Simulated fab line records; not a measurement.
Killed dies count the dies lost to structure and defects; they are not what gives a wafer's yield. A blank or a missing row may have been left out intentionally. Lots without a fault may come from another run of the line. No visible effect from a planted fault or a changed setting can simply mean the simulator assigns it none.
fab line records -- flow n5_finfet
[record] lots = 7, wafers = 21
route steps=1938 shown MOL_CONTACT_COAG@523 BEOL_M0_SAQP@663 BEOL_M0@720 BEOL_M1@797 BEOL_M2@870
start_h: start of the lot's first displayed wafer, in hours after the record's first day -- wait_h: how many hours have passed since the lot's step before this one -- " unchanged from the row above -- L1.1+2: several wafers, shown together as one row -- - no value present, or no start provided -- * or withheld: withheld -- < > ~ a bound
route shown NAME@n: names a module that has steps shown in the file, with the first one's number in the route -- usual: mean and standard deviation over wafers with no fault -- same: alike in all rows -- chamber/n: place in a boat -- sites: readings site by site -- _std_site: the standard deviation of these -- _edge_site: mean of outer sites minus mean of inner sites -- radius_mm: for every site, how far away it sits from the centre of the wafer -- mask NAME#n: copy n -- behind: the last tool/chamber to shape the wafer -- hold: reason for holding the lot/hours on hold/outcome of the hold -- device: names the non-switching transistor (n, p or np) -- end of line: the tests these same wafers got at the end of their route -- step lacking rows: just its recipe -- killed: at the first sort, the dies lost to defects and structure; wafer yield is something else -- map: per-die view of a wafer (x killed, . not killed, _ where there is no die)
set.NAME: the setting as run; set.NAME@STEP: as run at that earlier step -- model.NAME: the simulator's own value behind a step, which no gauge read
lots where settings were altered on purpose, with a table for each step and a row for each wafer
[[steps]]
[step N5_MOL_CONTACT_COAG_EXPOSE_05]
[recipe] mask_id = CA, na = 0.33, source_shape = annular, sigma_inner = 0.4, sigma_outer = 0.8, polarization = unpolarized, defocus_nm = 0, dose_mj = 38.25
lot.wafer,tool,chamber,start_h,wait_h,mask,set.dose_mj
L078.1,euv_scanner-02,0,113.66,-,CA#0,38.25
L078.3+4,euv_scanner-02,0,113.66,-,CA#0,37.28
L079.2+6,euv_scanner-02,0,116.13,-,CA#0,40.97
L079.5,euv_scanner-02,0,116.13,-,CA#0,38.25
L081.3,euv_scanner-01,0,130.93,-,CA#0,40.01
L081.5+6,euv_scanner-01,0,130.93,-,CA#0,38.25
L083.3+5,euv_scanner-02,0,141.04,-,CA#0,40.45
L083.4,euv_scanner-02,0,141.04,-,CA#0,38.25
L085.3+4,euv_scanner-02,0,156.86,-,CA#0,35.82
L085.5,euv_scanner-02,0,156.86,-,CA#0,38.25
L090.1+3+4,euv_scanner-01,0,182.35,-,CA#0,38.25
L095.4+6,euv_scanner-02,0,218.71,-,CA#0,37.2
L095.5,euv_scanner-02,0,218.71,-,CA#0,38.25
[step N5_MOL_CONTACT_COAG_PEB_06]
[recipe] peb_temp_c = 100, peb_time_s = 60, resist = CAR-EUV
[step N5_MOL_CONTACT_COAG_DEVELOP_07]
[recipe] develop_time_s = 30, developer = TMAH, resist = CAR-EUV, rinse_liquid = surfactant_rinse, dry = air_spin, dev_temp_c = 23
[step N5_MOL_CONTACT_COAG_CD_MEAS_08]
[recipe] target_cd_nm = 28, landing_energy_ev = 500, detector = se_inlens, polarity = opening
[usual] cd_nm = 28.10/0.26
lot.wafer,tool,chamber,start_h,wait_h,set.dose_mj@MOL_CONTACT_COAG_EXPOSE_05,cd_nm
L078.1,cd_sem-02,0,113.79,-,38.25,28.09
L078.3,cd_sem-02,0,113.79,-,37.28,27.58
L078.4,cd_sem-02,0,113.79,-,37.28,27.52
L079.2,cd_sem-01,0,116.25,-,40.97,29.58
L079.5,cd_sem-01,0,116.25,-,38.25,28.35
L079.6,cd_sem-01,0,116.25,-,40.97,28.90
L081.3,cd_sem-01,0,131.05,-,40.01,29.26
L081.5,cd_sem-01,0,131.05,-,38.25,27.74
L081.6,cd_sem-01,0,131.05,-,38.25,27.59
L083.3,cd_sem-01,0,141.16,-,40.45,29.23
L083.4,cd_sem-01,0,141.16,-,38.25,28.31
L083.5,cd_sem-01,0,141.16,-,40.45,29.38
L085.3,cd_sem-01,0,156.98,-,35.82,26.74
L085.4,cd_sem-01,0,156.98,-,35.82,26.80
L085.5,cd_sem-01,0,156.98,-,38.25,28.28
L090.1,cd_sem-03,0,182.48,-,38.25,27.87
L090.3,cd_sem-03,0,182.48,-,38.25,27.87
L090.4,cd_sem-03,0,182.48,-,38.25,28.16
L095.4,cd_sem-02,0,218.83,-,37.2,27.56
L095.5,cd_sem-02,0,218.83,-,38.25,28.17
L095.6,cd_sem-02,0,218.83,-,37.2,27.03
[step N5_MOL_CONTACT_COAG_DESCUM_13]
[recipe] chemistry = O2, time_s = 7, source_power_w = 50, bias_power_w = 20, pressure_mtorr = 20, rf_frequency_hz = 2.712e+07, temp_c = 40, resist = CAR-EUV, o2_flow_sccm = 225
[step N5_MOL_CONTACT_COAG_ETCH_59]
[recipe] chemistry = N2/H2, target = underlayer, target_depth_a = 130, mask_material = CAR-EUV, time_s = 10.4, ion_energy_ev = 200, pressure_mtorr = 30, source_w = 840, bias_w = 150, n2_flow_sccm = 200, h2_flow_sccm = 200, ends = cleared
lot.wafer,tool,chamber,start_h,wait_h,set.dose_mj@MOL_CONTACT_COAG_EXPOSE_05,model.MOL_CONTACT_COAG.cd_offset_nm
L078.1,rie_diel-02,1,113.95,0.0,38.25,-0.2
L078.3+4,rie_diel-02,"0,3",113.95,0.0,37.28,-0.8
L079.2+6,rie_diel-02,"0,1",116.63,0.0,40.97,1.4
L079.5,rie_diel-02,2,116.63,0.0,38.25,-0.2
L081.3,rie_diel-04,2,131.20,0.0,40.01,1
L081.5,rie_diel-04,1,131.20,0.0,38.25,0
L081.6,rie_diel-04,2,131.20,0.0,38.25,0.2
L083.3+5,rie_diel-05,"1,2",141.37,0.0,40.45,1.4
L083.4,rie_diel-05,2,141.37,0.0,38.25,0
L085.3,rie_diel-04,0,157.30,0.0,35.82,-1.2
L085.4,rie_diel-04,1,157.30,0.0,35.82,-1.4
L085.5,rie_diel-04,1,157.30,0.0,38.25,0
L090.1+3,rie_diel-02,"1,3",182.69,0.0,38.25,0
L090.4,rie_diel-02,2,182.69,0.0,38.25,-0.2
L095.4,rie_diel-04,0,219.08,0.0,37.2,-0.6
L095.5,rie_diel-04,1,219.08,0.0,38.25,-0.2
L095.6,rie_diel-04,2,219.08,0.0,37.2,-0.8
[step N5_MOL_CONTACT_COAG_ETCH_105]
[recipe] chemistry = CF4, target = SiARC, target_depth_a = 156, mask_material = CAR-EUV, time_s = 26, ion_energy_ev = 80, pressure_mtorr = 40, source_w = 545, bias_w = 36, Ar_flow_sccm = 100, cf4_flow_sccm = 100, ends = cleared
[step N5_MOL_CONTACT_COAG_ETCH_106]
[recipe] chemistry = N2/H2, target = SOC, target_depth_a = 800, overetch_a = 160, mask_material = SiARC, temp_c = 40, time_s = 120, ion_energy_ev = 200, pressure_mtorr = 30, source_w = 840, bias_w = 150, n2_flow_sccm = 200, h2_flow_sccm = 200
[step N5_MOL_CONTACT_COAG_CONTACT_ETCH_14]
[recipe] chemistry = C4F6/O2, target = SiO2, target_depth_a = 275, overetch_a = 85, mask_material = SOC, pressure_mtorr = 30, source_w = 370, bias_w = 185, Ar_flow_sccm = 300, C4F6_flow_sccm = 16, O2_flow_sccm = 10, time_s = 20, ion_energy_ev = 259.6
[step N5_MOL_CONTACT_COAG_STRIP_109]
[recipe] chemistry = C4F6/O2, resist = SiARC, rf_frequency_hz = 6e+07
[step N5_MOL_CONTACT_COAG_ETCH_15]
[recipe] chemistry = CH3F/O2, target = SiNx, target_depth_a = 70, mask_material = SOC, stop_on = Si:P, over_etch_frac = 0.75, ion_energy_ev = 120, pressure_mtorr = 30, source_w = 395, bias_w = 73, Ar_flow_sccm = 150, CH3F_flow_sccm = 30, O2_flow_sccm = 20
lot.wafer,tool,chamber,start_h,wait_h,set.dose_mj@MOL_CONTACT_COAG_EXPOSE_05,model.MOL_CONTACT_COAG.cd_offset_nm
L078.1,rie_diel-02,1,114.13,0.0,38.25,-0.2
L078.3,rie_diel-02,0,114.13,0.0,37.28,-1
L078.4,rie_diel-02,3,114.13,0.0,37.28,-0.8
L079.2,rie_diel-02,0,116.81,0.0,40.97,1.2
L079.5,rie_diel-02,2,116.81,0.0,38.25,-0.6
L079.6,rie_diel-02,1,116.81,0.0,40.97,1
L081.3,rie_diel-04,2,131.39,0.0,40.01,1.2
L081.5,rie_diel-04,1,131.39,0.0,38.25,-0.2
L081.6,rie_diel-04,2,131.39,0.0,38.25,0.4
L083.3+5,rie_diel-05,"1,2",141.55,0.0,40.45,1.6
L083.4,rie_diel-05,2,141.55,0.0,38.25,0
L085.3,rie_diel-04,0,157.48,0.0,35.82,-1.2
L085.4,rie_diel-04,1,157.48,0.0,35.82,-1.6
L085.5,rie_diel-04,1,157.48,0.0,38.25,0
L090.1+4,rie_diel-02,"1,2",182.87,0.0,38.25,-0.4
L090.3,rie_diel-02,3,182.87,0.0,38.25,-0.2
L095.4,rie_diel-04,0,219.26,0.0,37.2,-0.6
L095.5,rie_diel-04,1,219.26,0.0,38.25,-0.6
L095.6,rie_diel-04,2,219.26,0.0,37.2,-0.8
[step N5_MOL_CONTACT_COAG_ETCH_110]
[recipe] chemistry = CF4/O2, target = Si, target_depth_a = 25, time_s = 8, pressure_mtorr = 100, source_w = 200, bias_w = 12, ion_energy_ev = 60, Ar_flow_sccm = 100, cf4_flow_sccm = 100, O2_flow_sccm = 10
[step N5_MOL_CONTACT_COAG_STRIP_98]
[recipe] chemistry = N2/H2, power_w = 500, temp_c = 40, pressure_mtorr = 50, rf_frequency_hz = 6e+07, overash_fraction = 0.3, bias_power_w = 8, h2_frac = 0.5, n2_flow_sccm = 300, h2_flow_sccm = 300
[step N5_MOL_CONTACT_COAG_CD_MEAS_99]
[recipe] target_cd_nm = 17.2, polarity = opening
[usual] cd_nm = 17.1/0.42
lot.wafer,tool,chamber,start_h,wait_h,set.dose_mj@MOL_CONTACT_COAG_EXPOSE_05,cd_nm
L078.1,cd_sem-03,-,114.31,-,38.25,16.9
L078.3,cd_sem-03,-,114.31,-,37.28,16.1
L078.4,cd_sem-03,-,114.31,-,37.28,16.4
L079.2,cd_sem-01,-,116.99,-,40.97,18.3
L079.5,cd_sem-01,-,116.99,-,38.25,16.5
L079.6,cd_sem-01,-,116.99,-,40.97,18.2
L081.3,cd_sem-02,-,131.57,-,40.01,18.4
L081.5,cd_sem-02,-,131.57,-,38.25,17.2
L081.6,cd_sem-02,-,131.57,-,38.25,17.7
L083.3,cd_sem-03,-,141.74,-,40.45,18.6
L083.4,cd_sem-03,-,141.74,-,38.25,17.3
L083.5,cd_sem-03,-,141.74,-,40.45,18.7
L085.3,cd_sem-01,-,157.66,-,35.82,16.3
L085.4,cd_sem-01,-,157.66,-,35.82,15.2
L085.5,cd_sem-01,-,157.66,-,38.25,17.1
L090.1,cd_sem-01,-,183.05,-,38.25,16.9
L090.3,cd_sem-01,-,183.05,-,38.25,16.9
L090.4,cd_sem-01,-,183.05,-,38.25,17.0
L095.4,cd_sem-03,-,219.45,-,37.2,16.4
L095.5,cd_sem-03,-,219.45,-,38.25,16.3
L095.6,cd_sem-03,-,219.45,-,37.2,16.2
[step N5_MOL_CONTACT_COAG_VIA_ETCH_117]
[recipe] chemistry = C4F6/O2, target_depth_a = 400, overetch_a = 80, mask_material = SOC, target = SiO2, bias_w = 455, pressure_mtorr = 10, time_s = 26, source_w = 325, Ar_flow_sccm = 300, C4F6_flow_sccm = 10, O2_flow_sccm = 10, ion_energy_ev = 575.3, ends = end_point
[usual] rf_vpp_V = 1594/27
lot.wafer,tool,chamber,start_h,wait_h,set.bias_w,rf_vpp_V
L078.1,rie_diel-04,0,124.28,0.0,455,1540
L078.3,rie_diel-04,2,124.28,0.0,416.8,1464
L078.4,rie_diel-04,1,124.28,0.0,416.8,1499
L079.2,rie_diel-05,0,128.28,0.0,455,1633
L079.5,rie_diel-05,2,128.28,0.0,526.9,1779
L079.6,rie_diel-05,1,128.28,0.0,455,1591
L081.3,rie_diel-02,1,147.49,0.0,405,1447
L081.5,rie_diel-02,3,147.49,0.0,455,1630
L081.6,rie_diel-02,0,147.49,0.0,405,1461
L083.3,rie_diel-04,1,153.10,0.0,525.4,1778
L083.4,rie_diel-04,3,153.10,0.0,455,1591
L083.5,rie_diel-04,2,153.10,0.0,455,1562
L085.3,rie_diel-02,1,172.11,0.0,491.7,1675
L085.4,rie_diel-02,2,172.11,0.0,491.7,1723
L085.5,rie_diel-02,2,172.11,0.0,455,1627
L090.1,rie_diel-04,3,195.48,0.0,455,1590
L090.3,rie_diel-04,1,195.48,0.0,455,1599
L090.4,rie_diel-04,2,195.48,0.0,455,1562
L095.4,rie_diel-05,2,230.74,0.0,500.1,1712
L095.5,rie_diel-05,3,230.74,0.0,455,1592
L095.6,rie_diel-05,2,230.74,0.0,500.1,1711
[step N5_BEOL_M0_SAQP_SPACER1_ALD_98]
[recipe] material = SiO2, target_thk_a = 128, temp_c = 300, ald_precursor_family = BDEAS, ald_co_reactant = O2-plasma, pulse_time_s = 1, purge_time_s = 2, co_reactant_purge_time_s = 2, ald_cycles = 138, pressure_torr = 2
lot.wafer,tool,chamber,start_h,wait_h,set.ald_cycles,model.SiO2_of_BEOL_M0_SAQP_SPACER1_ALD_98.thk_nm
L078.1+3+4,ald_sin-03,"3,1,2",131.02,0.3,138,12.8
L079.2,ald_sin-03,2,138.36,0.3,132,12.2
L079.5+6,ald_sin-03,"3,2",138.36,0.3,138,12.8
L081.3+5+6,ald_sin-02,"2,0,1",153.89,0.1,138,12.8
L083.3+4+5,ald_sin-02,"1,0,1",163.47,0.2,138,12.8
L085.3,ald_sin-04,3,178.87,0.4,138,13
L085.4,ald_sin-04,1,178.87,0.4,121,11.2
L085.5,ald_sin-04,0,178.87,0.4,138,12.8
L090.1+3+4,ald_sin-02,"0,1,2",204.26,0.4,138,12.8
L095.4+6,ald_sin-03,"3,1",239.27,1.3,138,12.8
L095.5,ald_sin-03,2,239.27,1.3,117,10.8
[step N5_BEOL_M0_SAQP_SPACER1_ETCHBACK_99]
[recipe] chemistry = CHF3/O2, mode = anisotropic_etchback, target = SiO2, target_depth_a = 154, time_s = 7.7, pressure_mtorr = 30, source_w = 650, bias_w = 170, Ar_flow_sccm = 200, CHF3_flow_sccm = 50, O2_flow_sccm = 5, ion_energy_ev = 200
[step N5_BEOL_M0_SAQP_MANDREL1_REMOVE_100]
[recipe] chemistry = HBr/Cl2/O2, bt_time_s = 10, target = a-Si, stop_on = SiNx, endpoint = OES-SiCl, over_etch_frac = 0.85, icp_w = 600, bias_w = 30, HBr_flow_sccm = 150, Cl2_flow_sccm = 80, O2_flow_sccm = 5, pressure_mtorr = 10
lot.wafer,tool,chamber,start_h,wait_h,set.ald_cycles@BEOL_M0_SAQP_SPACER1_ALD_98,model.BEOL_M0_SAQP.cd_nm
L078.1+3+4,rie_si-04,"0,2,1",131.58,0.1,138,12.8
L079.2,rie_si-01,3,138.92,0.1,132,12.4
L079.5,rie_si-01,2,138.92,0.1,138,12.6
L079.6,rie_si-01,3,138.92,0.1,138,12.8
L081.3+5+6,rie_si-04,"2,1,2",154.58,0.1,138,12.8
L083.3,rie_si-01,0,164.03,0.1,138,12.6
L083.4+5,rie_si-01,"2,1",164.03,0.1,138,12.8
L085.3,rie_si-01,2,179.43,0.1,138,12.8
L085.4,rie_si-01,3,179.43,0.1,121,11.4
L085.5,rie_si-01,0,179.43,0.1,138,12.6
L090.1+3,rie_si-03,"3,2",204.82,0.1,138,12.8
L090.4,rie_si-03,1,204.82,0.1,138,12.6
L095.4,rie_si-01,2,239.83,0.1,138,12.6
L095.5,rie_si-01,2,239.83,0.1,117,10.8
L095.6,rie_si-01,1,239.83,0.1,138,12.8
[step N5_BEOL_M0_SAQP_CD_MEAS_25]
[recipe] target_cd_nm = 13.1, landing_energy_ev = 1000, detector = se_inlens
[usual] cd_nm = 12.76/0.22
lot.wafer,tool,chamber,start_h,wait_h,set.ald_cycles@BEOL_M0_SAQP_SPACER1_ALD_98,cd_nm
L078.1,cd_sem-03,0,131.69,0.1,138,12.65
L078.3,cd_sem-03,0,131.69,0.1,138,12.83
L078.4,cd_sem-03,0,131.69,0.1,138,12.93
L079.2,cd_sem-02,0,139.03,0.1,132,12.34
L079.5,cd_sem-02,0,139.03,0.1,138,12.87
L079.6,cd_sem-02,0,139.03,0.1,138,12.64
L081.3,cd_sem-03,0,154.70,0.1,138,12.65
L081.5,cd_sem-03,0,154.70,0.1,138,12.84
L081.6,cd_sem-03,0,154.70,0.1,138,12.81
L083.3,cd_sem-03,0,164.15,0.1,138,12.63
L083.4,cd_sem-03,0,164.15,0.1,138,12.41
L083.5,cd_sem-03,0,164.15,0.1,138,13.10
L085.3,cd_sem-01,0,179.54,0.1,138,13.02
L085.4,cd_sem-01,0,179.54,0.1,121,10.62
L085.5,cd_sem-01,0,179.54,0.1,138,12.84
L090.1,cd_sem-01,0,204.93,0.1,138,12.49
L090.3,cd_sem-01,0,204.93,0.1,138,12.67
L090.4,cd_sem-01,0,204.93,0.1,138,12.77
L095.4,cd_sem-02,0,239.94,0.1,138,12.20
L095.5,cd_sem-02,0,239.94,0.1,117,10.81
L095.6,cd_sem-02,0,239.94,0.1,138,12.46
[step N5_BEOL_M0_ETCH_128]
[recipe] chemistry = CF4/N2, target_depth_a = 120, overetch_a = 51, target = SiCN, time_s = 21.4, ion_energy_ev = 150, pressure_mtorr = 40, source_w = 430, bias_w = 70, Ar_flow_sccm = 100, cf4_flow_sccm = 60, n2_flow_sccm = 60
[usual] rf_vpp_V = 382.5/2
lot.wafer,tool,chamber,start_h,wait_h,set.source_w,rf_vpp_V
L078.1,rie_diel-02,2,142.50,0.0,492.4,367.2
L078.3,rie_diel-02,3,142.50,0.0,492.4,365.5
L078.4,rie_diel-02,1,142.50,0.0,492.4,364.2
L079.2,rie_diel-04,3,146.97,0.0,430,384.2
L079.5,rie_diel-04,2,146.97,0.0,453.4,375.0
L079.6,rie_diel-04,1,146.97,0.0,453.4,376.7
L081.3,rie_diel-02,3,162.28,0.2,387.5,396.2
L081.5,rie_diel-02,3,162.28,0.2,430,383.2
L081.6,rie_diel-02,2,162.28,0.2,430,385.6
L083.3,rie_diel-04,0,169.14,0.3,430,382.3
L083.4,rie_diel-04,0,169.14,0.3,430,380.7
L083.5,rie_diel-04,2,169.14,0.3,478.4,367.5
L085.3,rie_diel-02,3,184.64,0.0,494.8,365.6
L085.4,rie_diel-02,1,184.64,0.0,430,382.9
L085.5,rie_diel-02,1,184.64,0.0,430,382.7
L090.1,rie_diel-05,2,214.26,0.3,430,383.8
L090.3,rie_diel-05,1,214.26,0.3,430,378.6
L090.4,rie_diel-05,0,214.26,0.3,430,381.2
L095.4,rie_diel-02,2,246.30,0.0,487.6,369.9
L095.5,rie_diel-02,2,246.30,0.0,430,385.2
L095.6,rie_diel-02,1,246.30,0.0,430,385.5
[step N5_BEOL_M1_VIA_ETCH_34]
[recipe] chemistry = C4F6/O2, target_depth_a = 678, mask_material = SOC, pressure_mtorr = 15, ion_energy_ev = 250, taper_deg = 4, time_s = 64.4, source_w = 350, bias_w = 170, Ar_flow_sccm = 300, C4F6_flow_sccm = 10, O2_flow_sccm = 10
lot.wafer,tool,chamber,start_h,wait_h,set.time_s,model.etch.depth_nm,model.SOC_of_BEOL_M1_COAT_67.thk_nm
L078.1,rie_diel-01,0,155.46,0.0,64.4,65.62,52.2
L078.3,rie_diel-01,2,155.46,0.0,64.4,66.29,52.2
L078.4,rie_diel-01,3,155.46,0.0,72.03,75.02,51.2
L079.2,rie_diel-01,1,167.89,0.0,64.4,69.22,52
L079.5,rie_diel-01,0,167.89,0.0,64.4,66.91,52
L079.6,rie_diel-01,1,167.89,0.0,64.4,69.08,52
L081.3,rie_diel-06,3,176.01,0.0,68.55,70.02,52
L081.5,rie_diel-06,0,176.01,0.0,64.4,67.73,52.4
L081.6,rie_diel-06,3,176.01,0.0,64.4,65.52,52.4
L083.3,rie_diel-06,0,184.19,0.0,64.4,67.31,52.6
L083.4,rie_diel-06,1,184.19,0.0,64.4,69.46,52
L083.5,rie_diel-06,1,184.19,0.0,64.4,70.17,51.8
L085.3,rie_diel-01,1,195.04,0.0,64.4,67.66,52
L085.4,rie_diel-01,3,195.04,0.0,75.66,78.99,50.8
L085.5,rie_diel-01,3,195.04,0.0,64.4,66.7,52.2
L090.1,rie_diel-01,1,227.44,0.0,64.4,67.47,51.8
L090.3,rie_diel-01,0,227.44,0.0,64.4,65.11,52.2
L090.4,rie_diel-01,2,227.44,0.0,64.4,65.76,52.2
L095.4,rie_diel-03,1,257.05,0.0,64.4,69.17,51.6
L095.5,rie_diel-03,1,257.05,0.0,64.4,69.26,51.6
L095.6,rie_diel-03,0,257.05,0.0,55.18,58.35,53.4
[step N5_BEOL_M1_TRENCH_ETCH_37]
[recipe] chemistry = C4F6/O2, target_depth_a = 552.07, target = SiOC, time_s = 29, ion_energy_ev = 250, pressure_mtorr = 30, source_w = 355, bias_w = 185, Ar_flow_sccm = 300, C4F6_flow_sccm = 10, O2_flow_sccm = 10
[usual] rf_vpp_V = 671/7.7
lot.wafer,tool,chamber,start_h,wait_h,set.source_w,rf_vpp_V
L078.1,rie_diel-01,0,-,-,355,680
L078.3,rie_diel-01,2,-,-,327.9,705
L078.4,rie_diel-01,3,-,-,355,670
L079.2,rie_diel-01,1,-,-,355,666
L079.5,rie_diel-01,0,-,-,355,679
L079.6,rie_diel-01,1,-,-,355,666
L081.3,rie_diel-06,3,-,-,313.9,720
L081.5,rie_diel-06,0,-,-,313.9,707
L081.6,rie_diel-06,3,-,-,313.9,719
L083.3,rie_diel-06,0,-,-,316.1,705
L083.4,rie_diel-06,1,-,-,355,654
L083.5,rie_diel-06,1,-,-,355,655
L085.3,rie_diel-01,1,-,-,355,665
L085.4,rie_diel-01,3,-,-,355,671
L085.5,rie_diel-01,3,-,-,355,671
L090.1,rie_diel-01,1,-,-,355,666
L090.3,rie_diel-01,0,-,-,355,681
L090.4,rie_diel-01,2,-,-,355,676
L095.4,rie_diel-03,1,-,-,355,673
L095.5,rie_diel-03,1,-,-,355,670
L095.6,rie_diel-03,0,-,-,355,683
[step N5_BEOL_M2_COAT_22]
[recipe] resist = CAR-EUV, spin_rpm = 1500, resist_thk_nm = 30
lot.wafer,tool,chamber,start_h,wait_h,set.spin_rpm,model.CAR-EUV_of_BEOL_M2_COAT_22.thk_nm
L078.1,litho_track-05,0,-,-,1500,30
L078.3+4,litho_track-05,0,-,-,1644,28.6
L079.2+5,litho_track-02,0,-,-,1500,30
L079.6,litho_track-02,0,-,-,1358,31.6
L081.3+5+6,litho_track-02,0,-,-,1500,30
L083.3,litho_track-05,0,-,-,1553,29.6
L083.4,litho_track-05,0,-,-,1500,30
L083.5,litho_track-05,0,-,-,1500,30.2
L085.3+4,litho_track-05,0,-,-,1500,30
L085.5,litho_track-05,0,-,-,1500,29.8
L090.1+3+4,litho_track-05,0,-,-,1500,30
L095.4,litho_track-02,0,-,-,1500,30
L095.5+6,litho_track-02,0,-,-,1386,31.2
[step N5_BEOL_M2_EXPOSE_25]
[recipe] mask_id = V1, na = 0.33, source_shape = quasar, sigma_inner = 0.2, sigma_outer = 0.8, polarization = unpolarized, defocus_nm = 5, dose_mj = 63
lot.wafer,tool,chamber,start_h,wait_h,mask,set.dose_mj
L078.1+3,euv_scanner-02,0,163.08,-,V1#0,63
L078.4,euv_scanner-02,0,163.08,-,V1#0,59.66
L079.2,euv_scanner-01,0,177.49,-,V1#0,63
L079.5+6,euv_scanner-01,0,177.49,-,V1#0,59.17
L081.3+6,euv_scanner-01,0,183.26,-,V1#0,63
L081.5,euv_scanner-01,0,183.26,-,V1#0,59.79
L083.3,euv_scanner-02,0,193.61,-,V1#0,63
L083.4+5,euv_scanner-02,0,193.61,-,V1#0,61.13
L085.3+5,euv_scanner-02,0,203.76,-,V1#0,58.29
L085.4,euv_scanner-02,0,203.76,-,V1#0,63
L090.1+3+4,euv_scanner-02,0,233.99,-,V1#0,63
L095.4+6,euv_scanner-02,0,265.30,-,V1#0,66.29
L095.5,euv_scanner-02,0,265.30,-,V1#0,63
[step N5_BEOL_M2_PEB_26]
[recipe] peb_temp_c = 100, peb_time_s = 60, resist = CAR-EUV
[step N5_BEOL_M2_DEVELOP_27]
[recipe] develop_time_s = 30, developer = TMAH, resist = CAR-EUV, rinse_liquid = surfactant_rinse, dry = air_spin, dev_temp_c = 23
[step N5_BEOL_M2_CD_MEAS_28]
[recipe] target_cd_nm = 26.2, landing_energy_ev = 500, detector = se_inlens, target_cd_y_nm = 24.1, polarity = opening
[usual] cd_nm = 26.30/0.24
lot.wafer,tool,chamber,start_h,wait_h,set.dose_mj@BEOL_M2_EXPOSE_25,cd_nm
L078.1,cd_sem-03,0,163.23,-,63,25.73
L078.3,cd_sem-03,0,163.23,-,63,26.27
L078.4,cd_sem-03,0,163.23,-,59.66,25.06
L079.2,cd_sem-01,0,177.63,-,63,26.61
L079.5,cd_sem-01,0,177.63,-,59.17,24.92
L079.6,cd_sem-01,0,177.63,-,59.17,24.76
L081.3,cd_sem-01,0,183.39,-,63,25.93
L081.5,cd_sem-01,0,183.39,-,59.79,25.10
L081.6,cd_sem-01,0,183.39,-,63,26.09
L083.3,cd_sem-01,0,193.74,-,63,26.52
L083.4,cd_sem-01,0,193.74,-,61.13,26.05
L083.5,cd_sem-01,0,193.74,-,61.13,25.85
L085.3,cd_sem-01,0,203.89,-,58.29,24.91
L085.4,cd_sem-01,0,203.89,-,63,26.00
L085.5,cd_sem-01,0,203.89,-,58.29,25.30
L090.1,cd_sem-02,0,234.14,-,63,26.21
L090.3,cd_sem-02,0,234.14,-,63,26.57
L090.4,cd_sem-02,0,234.14,-,63,26.46
L095.4,cd_sem-01,0,265.42,-,66.29,27.17
L095.5,cd_sem-01,0,265.42,-,63,26.24
L095.6,cd_sem-01,0,265.42,-,66.29,27.34
[step N5_BEOL_M2_DESCUM_33]
[recipe] chemistry = O2, time_s = 7, source_power_w = 50, bias_power_w = 20, pressure_mtorr = 20, rf_frequency_hz = 2.712e+07, temp_c = 40, resist = CAR-EUV, o2_flow_sccm = 225
lot.wafer,tool,chamber,start_h,wait_h,set.spin_rpm@BEOL_M2_COAT_22,model.CAR-EUV_of_BEOL_M2_COAT_22.thk_nm
L078.1,rie_diel-02,0,163.35,0.0,1500,26
L078.3,rie_diel-02,1,163.35,0.0,1644,24.8
L078.4,rie_diel-02,3,163.35,0.0,1644,24.6
L079.2+5,rie_diel-02,"3,1",177.75,0.0,1500,26
L079.6,rie_diel-02,2,177.75,0.0,1358,27.6
L081.3+5+6,rie_diel-04,"1,2,3",183.51,0.0,1500,26
L083.3,rie_diel-02,1,193.86,0.0,1553,25.8
L083.4+5,rie_diel-02,"0,1",193.86,0.0,1500,26.2
L085.3+4+5,rie_diel-05,"3,2,0",204.01,0.0,1500,26
L090.1+3+4,rie_diel-05,"0,2,2",234.26,0.0,1500,26
L095.4,rie_diel-04,2,265.54,0.0,1500,26
L095.5+6,rie_diel-04,"1,2",265.54,0.0,1386,27.2
[[key]]
[split] step = N5_MOL_CONTACT_COAG_EXPOSE_05, setting = dose_mj, stated = 38.25, by = wafer
[response] step = N5_MOL_CONTACT_COAG_CD_MEAS_08, reading = cd_nm, change = +0.206, per = 1%, r = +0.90
[response] step = N5_MOL_CONTACT_COAG_ETCH_59, reading = model.MOL_CONTACT_COAG.cd_offset_nm, change = +0.218, per = 1%, r = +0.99
[response] step = N5_MOL_CONTACT_COAG_ETCH_15, reading = model.MOL_CONTACT_COAG.cd_offset_nm, change = +0.234, per = 1%, r = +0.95
[response] step = N5_MOL_CONTACT_COAG_CD_MEAS_99, reading = cd_nm, change = +0.22, per = 1%, r = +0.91
[split] step = N5_MOL_CONTACT_COAG_VIA_ETCH_117, setting = bias_w, stated = 455, by = wafer
[response] step = N5_MOL_CONTACT_COAG_VIA_ETCH_117, reading = rf_vpp_V, change = +11.8, per = 1%, r = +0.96
[split] step = N5_BEOL_M0_SAQP_SPACER1_ALD_98, setting = ald_cycles, stated = 138, by = wafer
[response] step = N5_BEOL_M0_SAQP_SPACER1_ALD_98, reading = model.SiO2_of_BEOL_M0_SAQP_SPACER1_ALD_98.thk_nm, change = +0.134, per = 1%, r = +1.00
[response] step = N5_BEOL_M0_SAQP_MANDREL1_REMOVE_100, reading = model.BEOL_M0_SAQP.cd_nm, change = +0.115, per = 1%, r = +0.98
[response] step = N5_BEOL_M0_SAQP_CD_MEAS_25, reading = cd_nm, change = +0.133, per = 1%, r = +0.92
[split] step = N5_BEOL_M0_ETCH_128, setting = source_w, stated = 430, by = wafer
[response] step = N5_BEOL_M0_ETCH_128, reading = rf_vpp_V, change = -1.19, per = 1%, r = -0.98
[split] step = N5_BEOL_M1_VIA_ETCH_34, setting = time_s, stated = 64.4, by = wafer
[response] step = N5_BEOL_M1_VIA_ETCH_34, reading = model.etch.depth_nm, change = +0.709, per = 1%, r = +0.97
[response] step = N5_BEOL_M1_VIA_ETCH_34, reading = model.SOC_of_BEOL_M1_COAT_67.thk_nm, change = -0.0909, per = 1%, r = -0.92
[split] step = N5_BEOL_M1_TRENCH_ETCH_37, setting = source_w, stated = 355, by = wafer
[response] step = N5_BEOL_M1_TRENCH_ETCH_37, reading = rf_vpp_V, change = -4.38, per = 1%, r = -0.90
[split] step = N5_BEOL_M2_COAT_22, setting = spin_rpm, stated = 1500, by = wafer
[response] step = N5_BEOL_M2_COAT_22, reading = model.CAR-EUV_of_BEOL_M2_COAT_22.thk_nm, change = -0.157, per = 1%, r = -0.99
[response] step = N5_BEOL_M2_DESCUM_33, reading = model.CAR-EUV_of_BEOL_M2_COAT_22.thk_nm, change = -0.151, per = 1%, r = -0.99
[split] step = N5_BEOL_M2_EXPOSE_25, setting = dose_mj, stated = 63, by = wafer
[response] step = N5_BEOL_M2_CD_MEAS_28, reading = cd_nm, change = +0.186, per = 1%, r = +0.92
